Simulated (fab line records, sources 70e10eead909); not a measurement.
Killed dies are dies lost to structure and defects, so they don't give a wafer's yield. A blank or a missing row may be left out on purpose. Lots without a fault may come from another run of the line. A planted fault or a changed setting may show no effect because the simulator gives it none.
fab line records | flow nand_harc
record lots=6 wafers=18 last_day=33
route steps=1302 shown A_STAIRCASE@886 A_SGD_CUT@890
lots that met no fault: from a run of the same line without faults
start_h: hours from the record's first day to the start of the lot's first wafer shown | wait_h: hours since the lot's step before | " the same as in the row above | L1.1+2: a row that stands for several wafers | - no value, or no start given | * or withheld: withheld | < > ~ a bound
route shown NAME@n: a module of which the file shows steps, and the number in the route of the first | usual: mean/standard deviation of fault-free wafers | same: alike in all rows | chamber/n: place in a boat | sites: the reading at each site | _std_site: their standard deviation | _edge_site: outer sites' mean less inner sites' | radius_mm: how far each site lies from the wafer's centre | mask NAME#n: copy n | behind: the tool/chamber that last shaped the wafer | hold: why the lot was held/for how many hours/how that ended | device: the transistor (n, p or np) that didn't switch | end of line: the same wafers' tests at the end of the route | a step without rows: its recipe alone | killed: dies lost to structure and defects at the first sort, not the wafer's yield | map: a wafer's dies, x killed, . not, _ none there
set.NAME: the setting as run; set.NAME@STEP: as run at that earlier step | model.NAME: the simulator's own value behind a step, which no gauge read
lots at some steps of the route; a table a step, a row a wafer
services: from which hour (start_h, from the record's first day; less than 0 if before it) a tool's chamber was out of use, for how many hours, and why
## steps
# step NHARC_A_STAIRCASE_CMP_472
# recipe material=SiO2
# usual motor_current_A=12.1/1.3
# columns lot.wafer tool chamber start_h wait_h motor_current_A
L205.4 cmp-02 1 445.60 0.1 12.2
L205.3 " 3 " " 10.4
L205.5 " 2 " " 13.1
L214.3 cmp-02 2 534.48 0.2 12.3
L214.4 " 0 " " 13.7
L214.6 " 2 " " 12.3
L216.4 cmp-01 2 537.17 0.2 11.8
L216.2 " 3 " " 11.0
L216.1 " 0 " " 13.2
L220.2 cmp-03 1 576.51 0.2 10.0
L220.6 " 0 " " 13.3
L220.5 " 1 " " 9.3
L225.4 cmp-03 0 624.45 0.2 13.6
L225.2 " 2 " " 11.9
L225.5 " 0 " " 13.9
L227.2 cmp-03 0 655.54 0.2 13.9
L227.6 " 0 " " 13.8
L227.5 " 1 " " 10.3
# step NHARC_A_STAIRCASE_SRD_474
# step NHARC_A_STAIRCASE_INSPECT_155
# usual raw_defect_count=412/110
# columns lot.wafer tool chamber start_h wait_h raw_defect_count
L205.3 defect_inspect-01 - 445.94 0.1 460
L205.4 " - " " 441
L205.5 " - " " 338
L214.3 defect_inspect-01 - 534.80 0.1 331
L214.4 " - " " 281
L214.6 " - " " 402
L216.1 defect_inspect-02 - 537.48 0.1 415
L216.2 " - " " 509
L216.4 " - " " 439
L220.2 defect_inspect-02 - 576.83 0.1 348
L220.5 " - " " 440
L220.6 " - " " 436
L225.2 defect_inspect-01 - 624.77 0.1 372
L225.4 " - " " 331
L225.5 " - " " 294
L227.2 defect_inspect-02 - 655.88 0.1 318
L227.5 " - " " 533
L227.6 " - " " 421
# step NHARC_A_SGD_CUT_DEP_00
# recipe target_thk_a=500 temp_c=400 target_thk_nm=50 flow_sccm=200 rf_w=450 material=SiNx
# usual heater_power_w=695/85
# columns lot.wafer tool chamber start_h wait_h heater_power_w
L205.3 pecvd-03 2 446.00 0.1 719
L205.5 " 2 " " 714
L205.4 " 1 " " 794
L214.3 pecvd-02 0 534.87 0.1 760
L214.4 " 0 " " 760
L214.6 " 1 " " 676
L216.1 pecvd-03 1 537.58 0.1 645
L216.2 " 2 " " 662
L216.4 " 0 " " 825
L220.2 pecvd-01 0 576.93 0.1 607
L220.5 " 2 " " 615
L220.6 " 0 " " 598
L225.2 pecvd-03 1 624.90 0.1 713
L225.4 " 2 " " 635
L225.5 " 0 " " 800
L227.2 pecvd-03 2 656.00 0.1 691
L227.5 " 0 " " 794
L227.6 " 2 " " 673
# step NHARC_A_SGD_CUT_DEHYDRATE_01
# recipe temp_c=150 time_s=120
# step NHARC_A_SGD_CUT_HMDS_02
# recipe time_s=30
# step NHARC_A_SGD_CUT_COAT_56
# recipe temp_c=260 time_s=75
# step NHARC_A_SGD_CUT_COAT_57
# recipe temp_c=225 time_s=65
# step NHARC_A_SGD_CUT_COAT_03
# recipe spin_rpm=1500 resist_thk_nm=90
# step NHARC_A_SGD_CUT_SOFTBAKE_04
# recipe temp_c=105 time_s=55
# step NHARC_A_SGD_CUT_EBR_05
# step NHARC_A_SGD_CUT_EXPOSE_06
# recipe na=1.35 dose_mj=85.59 mask_id=SGD
# usual exposure_dose_mJ_cm2=85.57/0.087 focus_offset_nm=0.0/0.64 reticle_temp_C=23.00/0.11
# columns lot.wafer tool chamber start_h wait_h mask exposure_dose_mJ_cm2 focus_offset_nm reticle_temp_C
L205.3 arfi_scanner-01 0 446.47 - SGD#0 85.40 -0.5 22.88
L205.4 " 0 " " SGD#0 85.58 0.4 23.11
L205.5 " 0 " " SGD#0 85.56 0.6 22.93
L214.3 arfi_scanner-02 - 535.45 - SGD#0 - - -
L214.4 " - " " SGD#0 - - -
L214.6 " - " " SGD#0 - - -
L216.1 arfi_scanner-03 - 538.13 - SGD#0 - - -
L216.2 " - " " SGD#0 - - -
L216.4 " - " " SGD#0 - - -
L220.2 arfi_scanner-02 0 577.48 - SGD#0 85.51 -0.4 22.86
L220.5 " 0 " " SGD#0 85.60 -0.1 22.97
L220.6 " 0 " " SGD#0 85.68 -0.2 23.09
L225.2 arfi_scanner-01 0 625.42 - SGD#0 85.33 -0.2 22.89
L225.4 " 0 " " SGD#0 85.48 1.3 23.04
L225.5 " 0 " " SGD#0 85.38 0.0 22.99
L227.2 arfi_scanner-01 0 656.53 - SGD#0 85.38 0.2 23.02
L227.5 " 0 " " SGD#0 85.53 -0.5 22.99
L227.6 " 0 " " SGD#0 85.43 -0.6 23.21
# step NHARC_A_SGD_CUT_PEB_07
# recipe peb_temp_c=100 peb_time_s=65
## services
# columns tool chamber start_h hours kind
arfi_scanner-01 - 424.00 4.0 pm
cmp-02 - 428.65 4.0 pm
cmp-03 - 430.86 0.6 repair
cmp-02 - 436.43 0.5 repair
cmp-02 - 452.94 1.7 repair
arfi_scanner-02 - 484.00 4.0 pm
cmp-03 - 495.54 4.0 pm
cmp-03 - 521.84 0.3 repair
cmp-02 - 526.65 4.0 pm
arfi_scanner-01 - 532.94 1.2 repair
pecvd-03 - 547.02 13.0 pm
arfi_scanner-01 - 559.97 0.3 repair
arfi_scanner-01 - 567.96 7.0 repair
pecvd-03 1 588.20 11.1 repair
cmp-03 - 593.61 4.0 pm
arfi_scanner-01 - 596.00 4.0 pm
cmp-02 - 598.75 1.3 repair
cmp-02 - 605.18 6.7 repair
arfi_scanner-01 - 612.24 1.2 repair
arfi_scanner-02 - 612.90 1.1 repair
arfi_scanner-02 - 623.58 1.6 repair
cmp-02 - 624.65 4.0 pm
arfi_scanner-02 - 630.15 0.6 repair
arfi_scanner-01 - 632.24 0.3 repair
## key
first_sign step=NHARC_A_SGD_CUT_EXPOSE_06 reading=tool_record direction=missing
effect none on later readings
met_at NHARC_A_SGD_CUT_EXPOSE_06
struck_wafers L214.3,L214.4,L214.6,L216.1,L216.2,L216.4
later_rows_left_out L214.3,L214.4,L214.6,L216.1,L216.2,L216.4
sort_left_out L214.3,L214.4,L214.6,L216.1,L216.2,L216.4
tester_left_out L214,L216
fault kind=skipped_step_whole tool=arfi_scanner-02,arfi_scanner-03 chamber=- onset_h=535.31 steps=NHARC_A_SGD_CUT_EXPOSE_06 scope=struck_lots_only
# tester_left_out: of these lots the tester's yield and bins aren't shown, on N5 and GAA mostly nor the transistor test; their killed dies are dies lost to structure and defects alone, not to doping, threshold or leakage, so they don't give the yield
# sort_left_out: the simulated sort isn't trusted on such a fault, so these wafers' sort isn't shown, and their yield isn't known
# later_rows_left_out: the simulator's readings of these wafers behind a module that went badly wrong aren't trusted and aren't shown, but for the sort
